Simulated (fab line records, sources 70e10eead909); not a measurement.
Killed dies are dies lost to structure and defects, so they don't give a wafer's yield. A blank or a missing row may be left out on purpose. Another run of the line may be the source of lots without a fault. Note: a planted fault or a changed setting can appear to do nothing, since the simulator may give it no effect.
What tool caused it? || flow nand harc || 14 lots with 42 wafers sampled at 3 steps, on a route of 1159 steps

WHAT THE GAUGES SHOWED, per wafer
NHARC_P_M2_INSPECT_27.
{"lot": "L251", "measured": "day 6 13:07", "on": "defect inspect-02", "raw defect count": "398 412 363"}
{"lot": "L250", "measured": "day 6 18:51", "on": "defect inspect-01", "raw defect count": "292 495 523"}
{"lot": "L252", "measured": "day 7 00:03", "on": "defect inspect-02", "raw defect count": "280 193 327"}
{"lot": "L253", "measured": "day 7 00:22", "on": "defect inspect-02", "raw defect count": "254 435 180"}
{"lot": "L255", "measured": "day 7 06:39", "on": "defect inspect-01", "raw defect count": "279 441 210"}
{"lot": "L256", "measured": "day 7 20:16", "on": "defect inspect-01", "raw defect count": "196 272 413"}
{"lot": "L257", "measured": "day 8 10:53", "on": "defect inspect-01", "raw defect count": "487 349 496"}
{"lot": "L259", "measured": "day 8 12:51", "on": "defect inspect-01", "raw defect count": "282 270 212"}
{"lot": "L262", "measured": "day 9 16:11", "on": "defect inspect-02", "raw defect count": "289 858 495"}
{"lot": "L270", "measured": "day 10 22:26", "on": "defect inspect-02", "raw defect count": "205 261 339"}
{"lot": "L269", "measured": "day 10 23:29", "on": "defect inspect-01", "raw defect count": "456 331 281"}
{"lot": "L271", "measured": "day 11 12:21", "on": "defect inspect-01", "raw defect count": "345 488 530"}
{"lot": "L272", "measured": "day 11 12:40", "on": "defect inspect-01", "raw defect count": "352 337 166"}
{"lot": "L273", "measured": "day 12 05:17", "on": "defect inspect-02", "raw defect count": "245 273 396"}

NHARC_P_BONDPAD_CD_MEAS_13.
{"lot": "L251", "measured": "day 6 15:35", "on": "cd sem-03", "cd nm (nm)": "504.2 501.8 497.0"}
{"lot": "L250", "measured": "day 6 21:20", "on": "cd sem-01", "cd nm (nm)": "497.5 493.0 498.4"}
{"lot": "L252", "measured": "day 7 02:26", "on": "cd sem-03", "cd nm (nm)": "495.0 497.5 499.8"}
{"lot": "L253", "measured": "day 7 02:58", "on": "cd sem-01", "cd nm (nm)": "496.7 498.9 496.9"}
{"lot": "L255", "measured": "day 7 08:58", "on": "cd sem-03", "cd nm (nm)": "496.5 494.2 499.5"}
{"lot": "L256", "measured": "day 7 22:37", "on": "cd sem-02", "cd nm (nm)": "502.1 499.8 496.1"}
{"lot": "L257", "measured": "day 8 13:11", "on": "cd sem-02", "cd nm (nm)": "496.6 496.5 496.7"}
{"lot": "L259", "measured": "day 8 15:10", "on": "cd sem-02", "cd nm (nm)": "502.7 498.5 497.3"}
{"lot": "L262", "measured": "day 9 18:22", "on": "cd sem-02", "cd nm (nm)": "503.8 498.2 497.3"}
{"lot": "L270", "measured": "day 11 00:49", "on": "cd sem-02", "cd nm (nm)": "495.5 497.4 493.8"}
{"lot": "L269", "measured": "day 11 02:09", "on": "cd sem-01", "cd nm (nm)": "498.3 499.3 496.4"}
{"lot": "L271", "measured": "day 11 14:43", "on": "cd sem-02", "cd nm (nm)": "492.9 498.7 495.7"}
{"lot": "L272", "measured": "day 11 14:52", "on": "cd sem-02", "cd nm (nm)": "503.8 497.3 502.2"}
{"lot": "L273", "measured": "day 12 07:28", "on": "cd sem-03", "cd nm (nm)": "499.0 500.0 501.7"}

TOOL THAT RAN EACH LOT (tool first, then ch and the chambers of the sampled wafers, then the start)
{"lot": "L251", "NHARC_P_BONDPAD_ETCH_37": "rie diel-01 ch 0,1, day 6 15:17"}
{"lot": "L250", "NHARC_P_BONDPAD_ETCH_37": "rie diel-08 ch 0,1,2, day 6 21:05"}
{"lot": "L252", "NHARC_P_BONDPAD_ETCH_37": "rie diel-08 ch 0,2,3, day 7 02:12"}
{"lot": "L253", "NHARC_P_BONDPAD_ETCH_37": "rie diel-08 ch 0,2,3, day 7 02:42"}
{"lot": "L255", "NHARC_P_BONDPAD_ETCH_37": "rie diel-06 ch 2,3, day 7 08:45"}
{"lot": "L256", "NHARC_P_BONDPAD_ETCH_37": "rie diel-06 ch 0,1,3, day 7 22:23"}
{"lot": "L257", "NHARC_P_BONDPAD_ETCH_37": "rie diel-06 ch 1,3, day 8 12:58"}
{"lot": "L259", "NHARC_P_BONDPAD_ETCH_37": "rie diel-06 ch 0,1,3, day 8 14:58"}
{"lot": "L262", "NHARC_P_BONDPAD_ETCH_37": "rie diel-06 ch 0,1,3, day 9 18:09"}
{"lot": "L270", "NHARC_P_BONDPAD_ETCH_37": "rie diel-01 ch 1,2,3, day 11 00:35"}
{"lot": "L269", "NHARC_P_BONDPAD_ETCH_37": "rie diel-01 ch 1,3, day 11 01:40"}
{"lot": "L271", "NHARC_P_BONDPAD_ETCH_37": "rie diel-08 ch 0,1,3, day 11 14:29"}
{"lot": "L272", "NHARC_P_BONDPAD_ETCH_37": "rie diel-06 ch 0,1,3, day 11 14:38"}
{"lot": "L273", "NHARC_P_BONDPAD_ETCH_37": "rie diel-08 ch 2,3, day 12 07:14"}
- NHARC_P_BONDPAD_ETCH_37: etches the open film in N2/H2, target depth 60 nm, overetch 18 nm, time 65.91 s.

AS READ BY THE TOOLS THEMSELVES (means over the sampled wafers that have a number; for cases with no such wafer, the mark the record gives instead)
NHARC_P_BONDPAD_ETCH_37.
{"lot": "L251", "tool": "rie diel-01", "drypump motor current A (A)": 5.6, "n2 flow sccm (sccm)": 150.2, "oes product au (a.u.)": 0.990, "rf vpp V (V)": 426.2, "run length s (s)": 86.8, "showerhead plenum p Torr (Torr)": 1.89, "throttle valve pct (%)": 14.173}
{"lot": "L250", "tool": "rie diel-08", "drypump motor current A (A)": 6.2, "n2 flow sccm (sccm)": 150.0, "oes product au (a.u.)": 1.010, "rf vpp V (V)": 430.4, "run length s (s)": 87.0, "showerhead plenum p Torr (Torr)": 2.05, "throttle valve pct (%)": 14.171}
{"lot": "L252", "tool": "rie diel-08", "drypump motor current A (A)": 6.3, "n2 flow sccm (sccm)": 149.6, "oes product au (a.u.)": 1.018, "rf vpp V (V)": 430.1, "run length s (s)": 87.1, "showerhead plenum p Torr (Torr)": 2.04, "throttle valve pct (%)": 14.170}
{"lot": "L253", "tool": "rie diel-08", "drypump motor current A (A)": 6.3, "n2 flow sccm (sccm)": 150.0, "oes product au (a.u.)": 1.018, "rf vpp V (V)": 431.2, "run length s (s)": 87.4, "showerhead plenum p Torr (Torr)": 2.04, "throttle valve pct (%)": 14.172}
{"lot": "L255", "tool": "rie diel-06", "drypump motor current A (A)": 6.1, "n2 flow sccm (sccm)": 149.6, "oes product au (a.u.)": 1.004, "rf vpp V (V)": 428.4, "run length s (s)": 87.1, "showerhead plenum p Torr (Torr)": 1.99, "throttle valve pct (%)": 14.168}
{"lot": "L256", "tool": "rie diel-06", "drypump motor current A (A)": 5.3, "n2 flow sccm (sccm)": 150.0, "oes product au (a.u.)": 0.999, "rf vpp V (V)": 430.7, "run length s (s)": 87.3, "showerhead plenum p Torr (Torr)": 2.05, "throttle valve pct (%)": 14.171}
{"lot": "L257", "tool": "rie diel-06", "drypump motor current A (A)": 5.4, "n2 flow sccm (sccm)": 150.0, "oes product au (a.u.)": 0.996, "rf vpp V (V)": 433.6, "run length s (s)": 87.2, "showerhead plenum p Torr (Torr)": 2.13, "throttle valve pct (%)": 14.178}
{"lot": "L259", "tool": "rie diel-06", "drypump motor current A (A)": 5.3, "n2 flow sccm (sccm)": 149.9, "oes product au (a.u.)": 1.002, "rf vpp V (V)": 429.9, "run length s (s)": 87.5, "showerhead plenum p Torr (Torr)": 2.05, "throttle valve pct (%)": 14.175}
{"lot": "L262", "tool": "rie diel-06", "drypump motor current A (A)": 5.3, "n2 flow sccm (sccm)": 149.6, "oes product au (a.u.)": 1.000, "rf vpp V (V)": 430.7, "run length s (s)": 87.3, "showerhead plenum p Torr (Torr)": 2.05, "throttle valve pct (%)": 14.166}
{"lot": "L270", "tool": "rie diel-01", "drypump motor current A (A)": 5.5, "n2 flow sccm (sccm)": 150.4, "oes product au (a.u.)": 0.980, "rf vpp V (V)": 433.8, "run length s (s)": 69.6, "showerhead plenum p Torr (Torr)": 2.17, "throttle valve pct (%)": 14.175}
{"lot": "L269", "tool": "rie diel-01", "drypump motor current A (A)": 5.1, "n2 flow sccm (sccm)": 150.1, "oes product au (a.u.)": 0.982, "rf vpp V (V)": 434.8, "run length s (s)": 69.2, "showerhead plenum p Torr (Torr)": 2.16, "throttle valve pct (%)": 14.171}
{"lot": "L271", "tool": "rie diel-08", "drypump motor current A (A)": 6.2, "n2 flow sccm (sccm)": 149.8, "oes product au (a.u.)": 1.017, "rf vpp V (V)": 429.5, "run length s (s)": 87.1, "showerhead plenum p Torr (Torr)": 1.99, "throttle valve pct (%)": 14.172}
{"lot": "L272", "tool": "rie diel-06", "drypump motor current A (A)": 5.3, "n2 flow sccm (sccm)": 149.7, "oes product au (a.u.)": 1.010, "rf vpp V (V)": 431.3, "run length s (s)": 87.6, "showerhead plenum p Torr (Torr)": 2.05, "throttle valve pct (%)": 14.167}
{"lot": "L273", "tool": "rie diel-08", "drypump motor current A (A)": 6.3, "n2 flow sccm (sccm)": 150.3, "oes product au (a.u.)": 1.007, "rf vpp V (V)": 430.3, "run length s (s)": 86.7, "showerhead plenum p Torr (Torr)": 2.03, "throttle valve pct (%)": 14.165}

THE ANSWER, worked out from the rows above alone
Rule: the lots themselves supply what counts as usual. Put in order of their means at a reading, lots are off if they are a third of the lots or fewer, leave a main group of 4 or more, and stand apart from it by a gap of 3 or more times the standard deviation of the main group's means; of several such gaps the widest counts. If all means in a main group match to the digits the tables above print for the reading, that group is not used. A lot without any number at a reading at which 4 lots or more have one is off too. Any other lot the step has rows for is counted as sound. Order of review: gauges by route order, followed by the tools' own readings, for which a lot's mean as printed above is used. The first step at which some lot is off is used, and at that step the reading that is off furthest; a lot without a number counts as furthest.
Off at NHARC_P_BONDPAD_ETCH_37 (run length s): L270, L269. The main group has a mean of 87.2 s with a standard deviation of 0.26.
If a tool, at that step or one of the process steps before it, ran each lot that is off and ran no sound lot following the first of them, it fits. One fits: NHARC_P_BONDPAD_ETCH_37 on rie diel-01. A fault onset in the window from L251 (day 6 15:17, its last sound lot) to L270 (day 11 00:35, its first lot off) fits.
The tool's own readings at NHARC_P_BONDPAD_ETCH_37 bear it out: on the lots that are off they differ by more than 5 times the standard deviation of the sound lots' means. run length s reads 69.4 s there against 87.2 s on the sound lots.

WHAT HAD BEEN PUT IN BY THE SIMULATOR
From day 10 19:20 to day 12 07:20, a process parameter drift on rie diel-01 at NHARC_P_BONDPAD_ETCH_37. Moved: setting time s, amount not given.
Struck lots among those shown: L270, L269. Same finding as the rule above.
